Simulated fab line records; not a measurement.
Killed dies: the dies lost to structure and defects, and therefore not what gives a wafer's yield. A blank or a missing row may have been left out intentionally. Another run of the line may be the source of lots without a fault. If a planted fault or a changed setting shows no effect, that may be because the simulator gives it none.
fab line records	flow nand_harc
record lots=24	wafers=72	last_day=33
route steps=1302 shown A_STAIRCASE@850 A_SGD_CUT@906 A_SLIT@923 A_WL_FILL@956
lots untouched by any fault: they come from a run of this same line in which no faults occurred
start_h: the number of hours between the record's first day and the start of the first shown wafer of the lot	wait_h: hours from the lot's prior step to this one	" repeats the value in the row above	L1.1+2: a single row standing in for several wafers	- either no value or no given start	* or withheld: withheld	< > ~ a bound
route shown NAME@n: names a module that has steps shown in the file, with the first one's number in the route	usual: mean/standard deviation taken from wafers without a fault	same: alike in all rows	chamber/n: place in a boat	sites: per-site readings	_std_site: standard deviation of those values	_edge_site: inner sites' mean taken away from outer sites' mean	radius_mm: for every site, how far away it sits from the centre of the wafer	mask NAME#n: copy n	behind: tool/chamber where the wafer was last shaped	hold: why the lot was held/for how many hours/how that ended	device: the transistor (n, p or np) that didn't switch	end of line: tests of these same wafers at the route's end	a step given without rows: its recipe and nothing more	killed: count of dies lost to structure and defects at first sort (not the wafer's yield)	map: a wafer's dies, x killed, . not, _ none there
set.NAME: the run value of the setting; set.NAME@STEP: its run value at that earlier step	model.NAME: the simulator's own value behind a step, which no gauge read
the route's steps for a sample of lots (tables are steps, rows are wafers)
services: when a tool's chamber went out of use (start_h, in hours from the record's first day, below 0 if earlier), for how many hours, and the reason
## steps
# step NHARC_A_STAIRCASE_DEP_151
# recipe target_thk_a=72000	temp_c=400	target_thk_nm=7200	teos_flow_sccm=200	rf_w=500	material=SiO2
# usual heater_power_w=643/98
lot.wafer	tool	chamber	start_h	wait_h	heater_power_w
L074.2	pecvd-04	1	410.04	0.4	583
L074.3	"	0	"	"	654
L074.6	"	0	"	"	579
L075.2	pecvd-03	0	410.05	0.4	969
L075.5	"	1	"	"	672
L075.4	"	2	"	"	639
L078.2	pecvd-02	0	429.93	0.4	766
L078.1	"	2	"	"	727
L078.4	"	0	"	"	619
L077.3	pecvd-03	1	430.11	0.6	787
L077.4	"	2	"	"	634
L077.5	"	1	"	"	688
L076.2	pecvd-04	0	430.12	0.6	708
L076.6	"	2	"	"	492
L076.5	"	0	"	"	573
L079.3	pecvd-04	2	439.64	1.0	621
L079.2	"	0	"	"	630
L079.5	"	2	"	"	507
L080.3	pecvd-04	1	465.25	0.6	679
L080.5	"	2	"	"	546
L080.6	"	0	"	"	512
L081.3	pecvd-02	2	468.98	0.4	750
L081.1	"	0	"	"	703
L081.5	"	1	"	"	562
L083.2	pecvd-03	2	498.03	0.5	684
L083.5	"	2	"	"	632
L083.6	"	0	"	"	795
L082.6	pecvd-03	2	501.93	0.7	618
L082.5	"	0	"	"	793
L082.4	"	1	"	"	679
L085.3	pecvd-04	0	517.50	0.5	582
L085.4	"	0	"	"	503
L085.5	"	1	"	"	546
L084.6	pecvd-02	0	517.69	0.7	619
L084.4	"	1	"	"	566
L084.5	"	2	"	"	640
L087.2	pecvd-03	0	523.97	0.4	963
L087.3	"	2	"	"	771
L087.4	"	1	"	"	672
L086.2	pecvd-04	0	523.98	0.4	604
L086.6	"	0	"	"	513
L086.5	"	1	"	"	527
L088.2	pecvd-02	2	551.68	0.7	705
L088.5	"	1	"	"	571
L088.4	"	2	"	"	654
L089.3	pecvd-04	0	551.71	0.7	589
L089.5	"	0	"	"	512
L089.6	"	1	"	"	532
L092.2	pecvd-03	1	571.19	0.4	712
L092.1	"	0	"	"	952
L092.5	"	2	"	"	653
L090.2	pecvd-04	1	571.19	0.4	672
L090.3	"	2	"	"	624
L090.1	"	0	"	"	576
L091.2	pecvd-02	1	571.28	0.5	578
L091.3	"	2	"	"	691
L091.4	"	1	"	"	565
L093.3	pecvd-04	1	587.63	0.4	686
L093.2	"	2	"	"	629
L093.4	"	0	"	"	506
L095.2	pecvd-02	1	608.83	0.5	576
L095.1	"	2	"	"	739
L095.4	"	1	"	"	528
L094.2	pecvd-04	2	611.91	0.4	671
L094.4	"	0	"	"	512
L094.5	"	1	"	"	553
L096.1	pecvd-04	2	619.79	0.4	630
L096.3	"	1	"	"	659
L096.6	"	0	"	"	519
L097.1	pecvd-02	1	637.87	0.4	605
L097.2	"	2	"	"	741
L097.5	"	0	"	"	626
# step NHARC_A_SGD_CUT_ETCH_59
# recipe target_depth_a=2600	over_etch_frac=0.25	time_s=406.25	ion_energy_ev=200	n2_flow_sccm=150	h2_flow_sccm=150	ar_flow_sccm=0	rf_w=400	bias_w=150	chemistry=N2/H2
# usual bias_w=150.0/0.45	drypump_motor_current_A=5.66/0.26	n2_flow_sccm=150.0/0.48	oes_product_au=0.998/0.0067	rf_vpp_V=430.8/2.2	showerhead_plenum_p_Torr=2.05/0.075	throttle_valve_pct=14.173/0.0092
lot.wafer	tool	chamber	start_h	wait_h	bias_w	drypump_motor_current_A	n2_flow_sccm	oes_product_au	rf_hours_counter_h	rf_vpp_V	showerhead_plenum_p_Torr	throttle_valve_pct
L074.2	rie_diel-10	1	-	-	148.9	5.85	149.7	1.000	1	429.9	1.98	14.163
L074.3	"	2	"	"	150.3	6.29	150.1	0.993	1	427.5	1.91	14.169
L074.6	"	1	"	"	149.9	5.87	149.7	1.001	-	430.4	1.98	14.179
L075.4	rie_diel-03	2	-	-	149.5	6.02	149.4	1.003	13	432.3	2.13	14.168
L075.2	"	0	"	"	149.6	5.65	150.3	0.997	13	433.9	2.17	14.159
L075.5	"	1	"	"	149.3	5.50	149.8	1.006	-	429.2	1.95	14.167
L077.4	rie_diel-10	1	-	-	149.7	5.87	150.1	1.005	1	428.4	1.98	14.157
L077.3	"	2	"	"	150.6	6.30	150.1	1.000	1	428.4	1.91	14.166
L077.5	"	1	"	"	149.7	5.85	150.4	0.996	-	429.8	1.98	14.182
L076.2	rie_diel-05	2	-	-	150.0	5.66	148.7	1.002	3	432.1	2.13	14.171
L076.6	"	1	"	"	150.5	5.42	150.5	0.995	-	430.9	2.04	14.185
L076.5	"	2	"	"	150.0	5.59	149.4	1.003	-	434.1	2.13	14.170
L078.2	rie_diel-10	3	-	-	150.5	5.58	150.0	0.998	1	431.3	2.09	14.164
L078.1	"	0	"	"	150.1	5.58	150.6	0.996	1	429.5	1.99	14.181
L078.4	"	1	"	"	149.2	5.85	149.5	0.997	2	429.1	1.98	14.155
L079.2	rie_diel-05	0	-	-	150.2	5.65	149.9	0.987	3	433.7	2.12	14.159
L079.3	"	2	"	"	150.0	5.56	149.7	0.993	4	432.7	2.13	14.177
L079.5	"	0	"	"	149.8	5.65	150.1	0.996	-	432.8	2.12	14.178
L081.1	rie_diel-05	1	-	-	150.9	5.44	149.9	0.990	5	431.0	2.04	14.164
L081.3	"	3	"	"	150.3	5.41	149.5	1.011	5	431.4	2.06	14.176
L081.5	"	1	"	"	150.7	5.43	150.0	1.005	-	431.1	2.04	14.165
L080.3	rie_diel-10	2	-	-	150.4	6.30	150.7	0.990	3	426.9	1.91	14.163
L080.6	"	1	"	"	149.3	5.84	149.9	0.993	-	428.4	1.98	14.178
L080.5	"	2	"	"	149.4	6.28	151.0	1.004	-	427.8	1.91	14.168
L083.2	rie_diel-03	0	-	-	149.6	5.67	150.1	1.000	6	435.5	2.16	14.183
L083.6	"	2	"	"	150.2	5.98	149.2	0.994	-	433.4	2.13	14.185
L083.5	"	3	"	"	149.6	5.63	150.2	0.997	-	428.7	2.00	14.174
L082.4	rie_diel-05	0	-	-	150.4	5.65	150.2	0.992	8	432.6	2.12	14.168
L082.5	"	2	"	"	149.6	5.56	150.3	1.000	-	433.0	2.13	14.166
L082.6	"	3	"	"	149.7	5.40	150.3	0.986	-	431.9	2.06	14.178
L085.3	rie_diel-05	1	-	-	150.2	5.47	150.0	1.001	10	430.6	2.04	14.162
L085.4	"	3	"	"	149.9	5.38	149.3	0.999	-	431.2	2.06	14.180
L085.5	"	1	"	"	150.2	5.46	149.8	0.995	-	430.1	2.04	14.177
L084.6	rie_diel-05	1	-	-	149.9	5.36	149.8	0.994	-	429.9	2.04	14.184
L084.5	"	3	"	"	149.9	5.41	150.3	0.999	-	430.6	2.06	14.177
L084.4	"	0	"	"	149.7	5.68	150.6	1.012	-	433.1	2.12	14.159
L087.2	rie_diel-05	3	-	-	149.4	5.41	149.5	0.993	11	429.9	2.06	14.158
L087.3	"	0	"	"	150.6	5.64	149.5	1.000	11	432.3	2.12	14.185
L087.4	"	0	"	"	150.0	5.64	149.3	0.997	-	432.4	2.12	14.183
L086.2	rie_diel-10	2	-	-	150.7	6.27	150.7	0.982	5	425.8	1.91	14.180
L086.6	"	1	"	"	150.4	5.84	149.7	0.990	-	430.3	1.98	14.170
L086.5	"	2	"	"	149.7	6.31	149.9	0.995	-	427.4	1.91	14.172
L088.4	rie_diel-10	3	-	-	150.1	5.57	150.4	0.997	6	430.5	2.09	14.175
L088.2	"	0	"	"	149.9	5.56	150.4	0.999	7	429.3	1.99	14.181
L088.5	"	3	"	"	150.4	5.58	150.8	0.996	-	431.5	2.09	14.180
L089.3	rie_diel-03	2	-	-	149.4	6.00	150.9	0.999	11	432.2	2.12	14.185
L089.5	"	2	"	"	149.7	6.02	150.6	1.005	-	433.7	2.12	14.182
L089.6	"	0	"	"	150.6	5.66	150.0	0.997	-	433.9	2.16	14.176
L090.2	rie_diel-10	1	-	-	149.9	5.84	150.0	1.002	0	429.7	1.98	14.183
L090.1	"	3	"	"	150.0	5.58	150.1	0.990	0	432.3	2.09	14.187
L090.3	"	0	"	"	149.5	5.57	150.5	0.999	0	428.0	1.99	14.169
L092.2	rie_diel-05	1	-	-	149.1	5.39	149.8	0.991	0	431.9	2.04	14.171
L092.1	"	2	"	"	150.7	5.59	150.0	1.005	0	431.9	2.13	14.184
L092.5	"	3	"	"	150.0	5.40	150.9	1.002	-	431.8	2.06	14.185
L091.3	rie_diel-03	0	-	-	150.2	5.64	149.9	0.984	14	432.9	2.16	14.170
L091.4	"	1	"	"	149.9	5.47	150.1	1.008	10	429.4	1.95	14.168
L091.2	"	3	"	"	150.2	5.56	150.7	1.005	12	429.8	2.00	14.159
L093.4	rie_diel-05	0	-	-	149.4	5.64	150.9	0.986	1	434.0	2.12	14.179
L093.2	"	1	"	"	150.6	5.40	149.7	0.992	1	430.1	2.04	14.178
L093.3	"	2	"	"	149.4	5.56	149.8	0.995	1	433.9	2.13	14.156
L095.2	rie_diel-10	0	-	-	150.4	5.56	149.8	1.002	2	428.9	1.99	14.184
L095.4	"	1	"	"	150.3	5.87	149.8	1.007	2	427.4	1.98	14.172
L095.1	"	2	"	"	150.6	6.29	150.3	1.001	2	426.1	1.91	14.167
L094.2	rie_diel-05	1	-	-	149.0	5.37	149.7	0.993	3	431.5	2.04	14.153
L094.4	"	2	"	"	150.7	5.60	150.8	0.995	3	432.7	2.13	14.158
L094.5	"	1	"	"	150.1	5.40	149.6	0.993	-	429.7	2.04	14.169
L096.1	rie_diel-05	0	-	-	149.7	5.68	149.8	0.991	4	432.4	2.12	14.175
L096.3	"	1	"	"	149.9	5.44	150.6	0.998	4	430.3	2.04	14.166
L096.6	"	3	"	"	150.1	5.40	149.1	0.998	-	430.3	2.06	14.182
L097.2	rie_diel-03	0	-	-	149.7	5.67	150.6	0.986	2	433.5	2.16	14.167
L097.1	"	1	"	"	150.4	5.48	149.6	0.998	2	429.0	1.94	14.182
L097.5	"	3	"	"	149.6	5.63	150.8	1.002	-	428.9	1.99	14.164
# step NHARC_A_SGD_CUT_CMP_21
# recipe target_thk_nm=148.19
# usual motor_current_A=12.4/1.2	slurry_flow_ml_min=150.0/0.43	time_to_endpoint_s=49.3/2.7
lot.wafer	tool	chamber	start_h	wait_h	motor_current_A	slurry_flow_ml_min	time_to_endpoint_s
L074.3	cmp-02	3	449.57	0.4	12.7	150.0	51.7
L074.2	"	0	"	"	13.0	149.8	52.3
L074.6	"	3	"	"	13.6	150.7	49.4
L075.2	cmp-03	1	449.63	0.4	11.6	150.3	50.0
L075.4	"	2	"	"	11.3	150.0	51.8
L075.5	"	0	"	"	12.4	149.7	53.3
L077.3	cmp-03	2	469.61	0.4	10.4	149.7	51.8
L077.4	"	3	"	"	12.2	150.2	50.8
L077.5	"	1	"	"	11.2	150.2	49.6
L076.2	cmp-04	0	469.66	0.4	13.3	150.3	51.6
L076.6	"	1	"	"	13.2	149.8	46.7
L076.5	"	2	"	"	14.8	149.7	49.1
L078.4	cmp-03	0	469.73	0.5	12.1	150.2	53.8
L078.1	"	1	"	"	11.2	150.5	49.4
L078.2	"	3	"	"	11.8	150.0	49.5
L079.3	cmp-04	3	480.40	0.4	12.1	150.5	51.8
L079.2	"	2	"	"	14.8	150.1	50.6
L079.5	"	0	"	"	13.0	149.3	51.1
L081.3	cmp-04	0	510.09	0.4	13.5	150.3	45.7
L081.1	"	2	"	"	14.1	150.0	44.5
L081.5	"	1	"	"	13.1	150.0	41.9
L080.3	cmp-03	3	510.14	0.4	11.3	150.3	48.3
L080.6	"	1	"	"	11.8	149.6	46.7
L080.5	"	2	"	"	11.0	149.5	47.1
L083.2	cmp-02	1	539.19	0.4	11.8	150.0	46.8
L083.5	"	0	"	"	12.6	150.3	45.4
L083.6	"	1	"	"	12.2	150.4	46.8
L082.4	cmp-04	3	539.24	0.4	11.8	150.0	50.5
L082.6	"	0	"	"	13.0	149.5	50.2
L082.5	"	1	"	"	13.0	150.3	47.5
L085.3	cmp-04	3	559.04	0.4	11.6	150.2	55.9
L085.4	"	0	"	"	13.8	149.6	51.5
L085.5	"	2	"	"	14.4	150.5	51.2
L084.4	cmp-03	0	559.04	0.4	12.3	149.7	51.7
L084.6	"	2	"	"	11.1	150.3	50.5
L084.5	"	3	"	"	12.0	150.0	48.2
L087.2	cmp-04	1	564.10	0.4	13.2	150.3	49.4
L087.3	"	2	"	"	15.3	149.4	48.9
L087.4	"	3	"	"	12.2	150.2	56.1
L086.2	cmp-02	0	564.12	0.4	13.2	150.4	48.2
L086.6	"	2	"	"	9.9	150.8	45.0
L086.5	"	3	"	"	12.7	150.1	52.1
L089.3	cmp-04	3	591.55	0.4	11.9	150.2	51.5
L089.6	"	2	"	"	14.6	149.9	47.4
L089.5	"	3	"	"	11.1	149.8	53.3
L088.4	cmp-03	2	591.55	0.4	11.4	149.7	45.5
L088.2	"	0	"	"	12.0	150.1	47.0
L088.5	"	1	"	"	11.3	150.0	46.5
L091.2	cmp-04	3	616.90	0.4	11.9	150.6	51.2
L091.4	"	0	"	"	12.9	150.0	53.9
L091.3	"	1	"	"	12.9	150.7	52.3
L090.2	cmp-02	1	616.94	0.4	12.0	149.7	48.0
L090.3	"	2	"	"	10.9	149.7	48.1
L090.1	"	3	"	"	13.7	150.2	50.6
L092.1	cmp-03	3	616.95	0.4	11.7	150.6	47.0
L092.2	"	0	"	"	12.3	150.4	48.1
L092.5	"	2	"	"	11.2	150.5	48.9
L093.4	cmp-02	0	630.20	0.4	13.2	150.4	49.0
L093.3	"	2	"	"	10.4	150.2	45.2
L093.2	"	3	"	"	12.7	150.0	47.3
L095.1	cmp-04	0	649.39	0.4	13.6	150.5	50.4
L095.4	"	1	"	"	12.7	149.4	46.8
L095.2	"	2	"	"	15.1	150.6	48.1
L094.4	cmp-02	1	649.39	0.4	12.6	149.6	48.2
L094.2	"	3	"	"	13.0	149.6	49.8
L094.5	"	1	"	"	12.4	149.1	45.7
L096.3	cmp-03	2	665.40	0.4	10.7	150.6	51.8
L096.1	"	1	"	"	11.5	149.9	50.6
L096.6	"	3	"	"	11.9	150.2	48.6
L097.2	cmp-04	0	680.86	0.4	13.2	151.1	50.2
L097.1	"	1	"	"	13.5	149.5	48.4
L097.5	"	3	"	"	11.5	150.4	52.8
# step NHARC_A_SGD_CUT_STRIP_28
# recipe time_s=20	o2_flow_sccm=500	ar_flow_sccm=0	bias_w=0	chemistry=O2
# usual drypump_motor_current_A=5.66/0.25	oes_product_au=0.999/0.0076	rf_vpp_V=57.8/0.89	showerhead_plenum_p_Torr=3.54/0.12	throttle_valve_pct=17.036/0.0089
# same bias_w=0
lot.wafer	tool	chamber	start_h	wait_h	drypump_motor_current_A	oes_product_au	rf_hours_counter_h	rf_vpp_V	showerhead_plenum_p_Torr	throttle_valve_pct
L074.2	rie_diel-10	3	-	-	5.61	1.011	1	58.3	3.60	17.021
L074.3	"	1	"	"	5.86	1.004	1	57.3	3.44	17.033
L074.6	"	2	"	"	6.31	0.994	-	57.9	3.32	17.040
L075.2	rie_diel-05	3	-	-	5.42	1.003	2	57.5	3.57	17.027
L075.4	"	2	"	"	5.57	1.000	3	58.7	3.68	17.050
L075.5	"	0	"	"	5.68	1.009	-	56.8	3.66	17.039
L077.4	rie_diel-03	1	-	-	5.52	1.016	0	57.1	3.39	17.053
L077.3	"	3	"	"	5.61	1.007	0	57.7	3.47	17.041
L077.5	"	1	"	"	5.50	1.025	-	58.2	3.39	17.036
L076.2	rie_diel-05	1	-	-	5.47	0.996	3	57.5	3.53	17.043
L076.5	"	3	"	"	5.42	1.004	-	59.2	3.57	17.040
L076.6	"	0	"	"	5.67	0.990	-	58.4	3.66	17.035
L078.2	rie_diel-10	2	-	-	6.31	1.004	2	57.8	3.32	17.041
L078.1	"	3	"	"	5.59	1.007	2	58.2	3.60	17.027
L078.4	"	1	"	"	5.84	1.008	2	57.9	3.44	17.023
L079.2	rie_diel-03	0	-	-	5.67	0.992	1	59.0	3.73	17.030
L079.3	"	1	"	"	5.50	1.013	1	56.1	3.39	17.040
L079.5	"	3	"	"	5.56	1.016	-	58.7	3.46	17.049
L080.3	rie_diel-10	0	-	-	5.56	0.993	3	58.0	3.45	17.048
L080.6	"	3	"	"	5.58	1.000	-	58.6	3.60	17.039
L080.5	"	0	"	"	5.57	0.993	-	57.1	3.45	17.043
L081.1	rie_diel-05	3	-	-	5.41	0.990	6	58.4	3.57	17.030
L081.3	"	2	"	"	5.61	0.994	7	57.8	3.68	17.025
L081.5	"	3	"	"	5.42	0.987	-	57.3	3.57	17.031
L082.4	rie_diel-03	2	-	-	6.01	0.995	7	56.8	3.66	17.025
L082.6	"	2	"	"	6.04	0.999	-	57.5	3.66	17.052
L082.5	"	3	"	"	5.61	0.995	-	57.8	3.46	17.019
L083.2	rie_diel-05	3	-	-	5.41	0.989	8	57.9	3.57	17.027
L083.6	"	0	"	"	5.69	0.996	-	56.3	3.66	17.030
L083.5	"	1	"	"	5.42	0.999	-	58.3	3.53	17.043
L085.3	rie_diel-10	0	-	-	5.56	0.994	6	56.7	3.45	17.039
L085.4	"	3	"	"	5.57	0.993	6	59.2	3.60	17.035
L085.5	"	0	"	"	5.57	0.998	-	57.6	3.45	17.058
L084.6	rie_diel-05	0	559.65	0.1	5.65	0.997	-	58.9	3.66	17.022
L084.4	"	1	"	"	5.43	0.997	-	57.1	3.52	17.032
L084.5	"	3	"	"	5.43	0.986	-	58.1	3.56	17.033
L086.2	rie_diel-03	3	-	-	5.58	1.011	10	57.3	3.46	17.027
L086.6	"	1	"	"	5.53	1.010	-	58.0	3.38	17.039
L086.5	"	2	"	"	5.99	0.988	-	58.3	3.66	17.037
L087.4	rie_diel-05	1	-	-	5.41	0.992	12	58.1	3.52	17.045
L087.2	"	2	"	"	5.56	0.993	9	58.7	3.67	17.039
L087.3	"	3	"	"	5.40	0.998	11	56.5	3.56	17.033
L088.2	rie_diel-03	0	-	-	5.64	0.993	12	57.9	3.72	17.032
L088.4	"	2	"	"	6.01	1.005	12	59.1	3.66	17.031
L088.5	"	0	"	"	5.65	1.011	-	59.4	3.72	17.043
L089.3	rie_diel-10	3	-	-	5.60	0.997	7	59.0	3.60	17.027
L089.5	"	0	"	"	5.59	1.000	-	56.9	3.45	17.024
L089.6	"	1	"	"	5.87	1.008	-	56.7	3.43	17.055
L091.2	rie_diel-10	0	617.55	0.1	5.60	0.993	1	57.4	3.45	17.048
L091.3	"	1	"	"	5.86	1.000	1	57.8	3.43	17.042
L091.4	"	3	"	"	5.58	0.998	-	56.6	3.60	17.027
L092.2	rie_diel-05	0	-	-	5.70	0.997	1	57.9	3.66	17.056
L092.1	"	3	"	"	5.43	0.995	1	57.5	3.56	17.011
L092.5	"	1	"	"	5.41	1.005	-	58.9	3.52	17.040
L090.3	rie_diel-05	1	-	-	5.41	0.997	1	58.5	3.52	17.020
L090.1	"	3	"	"	5.40	1.001	1	58.7	3.56	17.044
L090.2	"	0	"	"	5.68	0.989	1	57.2	3.65	17.029
L093.3	rie_diel-10	3	-	-	5.58	1.002	2	59.0	3.60	17.036
L093.2	"	0	"	"	5.57	0.998	1	57.9	3.45	17.049
L093.4	"	1	"	"	5.86	1.006	2	59.2	3.43	17.020
L095.2	rie_diel-05	3	-	-	5.41	0.988	3	57.9	3.56	17.037
L095.4	"	1	"	"	5.43	1.004	4	57.2	3.52	17.038
L095.1	"	2	"	"	5.61	0.998	3	59.1	3.67	17.018
L094.4	rie_diel-10	2	-	-	6.28	0.992	2	55.7	3.32	17.037
L094.2	"	1	"	"	5.85	1.009	3	58.4	3.43	17.051
L094.5	"	3	"	"	5.58	0.991	-	57.3	3.60	17.038
L096.1	rie_diel-10	2	-	-	6.31	1.000	3	57.8	3.32	17.037
L096.3	"	0	"	"	5.57	0.999	3	57.8	3.44	17.048
L096.6	"	2	"	"	6.28	0.998	-	57.1	3.32	17.033
L097.1	rie_diel-05	3	-	-	5.42	0.994	5	57.8	3.56	17.036
L097.2	"	0	"	"	5.66	1.003	4	60.0	3.65	17.046
L097.5	"	3	"	"	5.41	0.993	-	57.9	3.56	17.041
# step NHARC_A_SLIT_DEP_00
# recipe target_thk_a=62000	temp_c=400	material=aC
# usual throttle_valve_pct=35.002/0.0091
lot.wafer	tool	chamber	start_h	wait_h	throttle_valve_pct
L074.2	acl_dep-02	0	451.32	-	35.003
L074.3	"	0	"	"	34.995
L074.6	"	0	453.81	-	35.016
L075.2	acl_dep-01	0	452.71	-	35.002
L075.4	"	0	453.94	-	35.015
L075.5	"	0	"	"	34.997
L078.1	acl_dep-01	0	472.48	-	35.001
L078.2	"	0	"	"	34.982
L078.4	"	0	474.37	-	35.000
L076.2	acl_dep-03	0	472.69	-	35.006
L076.5	"	0	474.58	-	34.994
L076.6	"	0	"	"	34.991
L077.3	acl_dep-02	0	472.97	-	35.005
L077.4	"	0	"	"	34.996
L077.5	"	0	"	"	35.011
L079.2	acl_dep-01	0	485.22	-	35.009
L079.3	"	0	"	"	35.006
L079.5	"	0	487.10	-	35.006
L081.1	acl_dep-03	0	514.34	-	34.990
L081.3	"	0	515.57	-	35.001
L081.5	"	0	516.81	-	35.004
L080.3	acl_dep-01	0	515.32	-	34.996
L080.5	"	0	516.59	-	34.990
L080.6	"	0	"	"	34.998
L083.2	acl_dep-02	0	540.91	-	35.003
L083.5	"	0	542.76	-	35.002
L083.6	"	0	"	"	35.001
L082.4	acl_dep-01	0	542.20	-	34.995
L082.5	"	0	"	"	35.002
L082.6	"	0	"	"	35.006
L085.3	acl_dep-02	0	561.91	-	34.992
L085.4	"	0	"	"	35.000
L085.5	"	0	"	"	35.003
L084.4	acl_dep-01	0	563.96	-	34.992
L084.5	"	0	"	"	35.013
L084.6	"	0	"	"	35.003
L086.2	acl_dep-01	0	566.49	-	35.000
L086.5	"	0	568.36	-	35.009
L086.6	"	0	"	"	35.002
L087.2	acl_dep-02	0	566.89	-	35.008
L087.3	"	0	"	"	35.000
L087.4	"	0	"	"	35.004
L088.2	acl_dep-02	0	593.48	-	35.011
L088.4	"	0	594.74	-	35.001
L088.5	"	0	"	"	35.006
L089.3	acl_dep-01	0	594.44	-	34.993
L089.5	"	0	595.68	-	35.004
L089.6	"	0	"	"	35.008
L092.1	acl_dep-01	0	622.06	-	35.004
L092.2	"	0	"	"	35.006
L092.5	"	0	624.58	-	35.005
L090.1	acl_dep-03	0	623.38	-	34.998
L090.2	"	0	"	"	34.981
L090.3	"	0	"	"	35.013
L091.2	acl_dep-02	0	623.48	5.6	35.000
L091.3	"	0	"	"	35.011
L091.4	"	0	"	"	35.001
L093.2	acl_dep-02	0	634.45	3.4	34.994
L093.3	"	0	"	"	34.983
L093.4	"	0	"	"	35.007
L095.1	acl_dep-03	0	650.51	-	35.017
L095.2	"	0	"	"	34.996
L095.4	"	0	652.40	-	34.998
L094.2	acl_dep-01	0	651.17	-	35.005
L094.4	"	0	652.43	-	35.019
L094.5	"	0	"	"	35.028
L096.1	acl_dep-01	0	667.68	-	35.000
L096.3	"	0	668.93	-	35.004
L096.6	"	0	670.81	-	35.008
L097.1	acl_dep-03	0	682.14	-	35.017
L097.2	"	0	"	"	35.001
L097.5	"	0	684.64	-	35.010
# step NHARC_A_WL_FILL_CVD_03
# recipe target_thk_a=400	temp_c=300	pressure_torr=40	wf6_flow_sccm=40	h2_flow_sccm=1600	ar_flow_sccm=1560	time_s=279	material=W
# usual chamber_pressure_Torr=39.99/0.089	heater_power_w=472/23	throttle_valve_pct=7.9/0.34
lot.wafer	tool	chamber	start_h	wait_h	chamber_pressure_Torr	heater_power_w	throttle_valve_pct
L074.2	cvd_w-02	1	469.32	0.1	40.05	433	7.4
L074.3	"	0	"	"	39.91	463	7.8
L074.6	"	0	"	"	40.04	461	7.8
L075.2	cvd_w-01	0	471.77	0.1	40.02	485	8.6
L075.4	"	1	"	"	40.04	502	7.7
L075.5	"	0	"	"	39.92	464	8.2
L076.2	cvd_w-01	1	490.32	0.1	40.05	507	7.8
L076.6	"	0	"	"	40.09	476	8.8
L076.5	"	1	"	"	40.17	514	7.7
L077.4	cvd_w-02	1	490.53	0.2	40.02	441	7.7
L077.3	"	0	"	"	40.02	456	7.9
L077.5	"	1	"	"	40.02	447	7.6
L078.1	cvd_w-01	0	494.55	0.1	40.03	472	8.1
L078.2	"	1	"	"	40.07	491	7.7
L078.4	"	1	"	"	39.94	517	7.8
L079.2	cvd_w-02	1	503.44	0.1	40.05	441	7.4
L079.3	"	0	"	"	40.01	474	7.7
L079.5	"	1	"	"	39.96	440	7.6
L081.1	cvd_w-02	1	533.08	0.1	39.82	445	7.5
L081.3	"	0	"	"	40.08	462	8.0
L081.5	"	1	"	"	39.90	448	7.8
L080.3	cvd_w-02	1	541.90	0.3	40.19	444	7.6
L080.6	"	0	"	"	40.08	470	8.2
L080.5	"	1	"	"	39.99	449	7.9
L083.2	cvd_w-02	1	558.83	0.1	39.82	438	7.8
L083.6	"	1	"	"	39.89	451	7.9
L083.5	"	0	"	"	40.07	464	7.8
L082.4	cvd_w-01	1	563.69	0.2	39.92	491	7.7
L082.6	"	1	"	"	39.98	482	7.4
L082.5	"	0	"	"	39.84	488	8.5
L085.3	cvd_w-01	1	579.30	0.2	39.96	490	7.6
L085.4	"	0	"	"	40.00	474	8.7
L085.5	"	0	"	"	40.05	491	8.4
L084.4	cvd_w-02	1	583.12	0.2	40.04	442	7.9
L084.6	"	1	"	"	39.89	451	7.5
L084.5	"	0	"	"	39.90	463	8.1
L086.2	cvd_w-01	0	583.18	0.1	39.97	483	8.5
L086.6	"	1	"	"	40.09	491	7.6
L086.5	"	0	"	"	39.96	484	8.4
L087.2	cvd_w-02	1	586.85	0.1	39.98	441	7.5
L087.3	"	0	"	"	40.08	462	8.0
L087.4	"	1	"	"	40.23	441	7.8
L088.2	cvd_w-01	1	612.22	0.1	39.99	476	7.6
L088.4	"	1	"	"	39.92	491	7.7
L088.5	"	1	"	"	39.99	488	7.7
L089.3	cvd_w-02	0	612.55	0.3	39.95	478	8.0
L089.5	"	0	"	"	40.09	473	7.8
L089.6	"	0	"	"	39.91	457	8.2
L091.2	cvd_w-01	0	640.91	0.1	40.07	484	8.7
L091.4	"	1	"	"	40.04	501	7.7
L091.3	"	0	"	"	40.16	494	8.5
L092.1	cvd_w-01	0	641.18	0.1	39.99	490	8.3
L092.2	"	1	"	"	40.07	498	7.5
L092.5	"	0	"	"	39.96	487	8.3
L090.2	cvd_w-01	0	644.48	0.1	40.06	491	8.3
L090.1	"	1	"	"	39.95	490	7.7
L090.3	"	0	"	"	39.79	486	8.6
L093.2	cvd_w-01	0	652.60	0.1	39.86	490	8.8
L093.4	"	0	"	"	39.85	498	8.4
L093.3	"	1	"	"	39.95	501	7.7
L094.2	cvd_w-02	1	669.29	0.1	39.87	433	7.6
L094.4	"	0	"	"	39.91	475	8.1
L094.5	"	1	"	"	39.98	424	7.4
L095.1	cvd_w-02	1	669.67	0.1	39.96	430	7.8
L095.2	"	0	"	"	40.07	454	7.9
L095.4	"	1	"	"	39.98	437	7.5
L096.1	cvd_w-02	1	686.34	0.1	40.03	432	7.9
L096.3	"	1	"	"	39.97	436	8.1
L096.6	"	0	"	"	40.00	462	7.8
L097.1	cvd_w-02	1	700.51	0.1	39.99	429	8.0
L097.2	"	0	"	"	39.87	472	7.9
L097.5	"	0	"	"	39.99	471	7.8
## services
tool	chamber	start_h	hours	kind
pecvd-04	-	386.72	1.5	repair
cvd_w-01	0	404.72	9.0	repair
rie_diel-05	-	406.60	9.0	pm
rie_diel-10	-	419.50	9.0	pm
pecvd-04	-	450.20	13.0	pm
cvd_w-02	-	452.21	13.0	pm
pecvd-04	-	497.38	1.6	repair
cvd_w-02	-	520.79	1.6	repair
rie_diel-10	3	521.30	9.5	repair
rie_diel-10	2	534.59	5.0	repair
pecvd-04	0	540.41	10.6	repair
rie_diel-05	2	540.92	19.4	repair
pecvd-04	2	546.45	4.9	repair
cvd_w-01	-	547.39	13.0	pm
rie_diel-05	0	571.34	4.4	repair
rie_diel-10	3	574.85	7.8	repair
rie_diel-05	2	576.37	7.3	repair
rie_diel-05	-	583.60	9.0	pm
rie_diel-10	-	596.50	9.0	pm
cvd_w-02	1	609.55	11.4	repair
rie_diel-05	3	628.01	9.5	repair
cvd_w-02	-	633.21	13.0	pm
rie_diel-05	0	664.91	12.7	repair
rie_diel-10	2	675.40	12.7	repair
## key
fault none
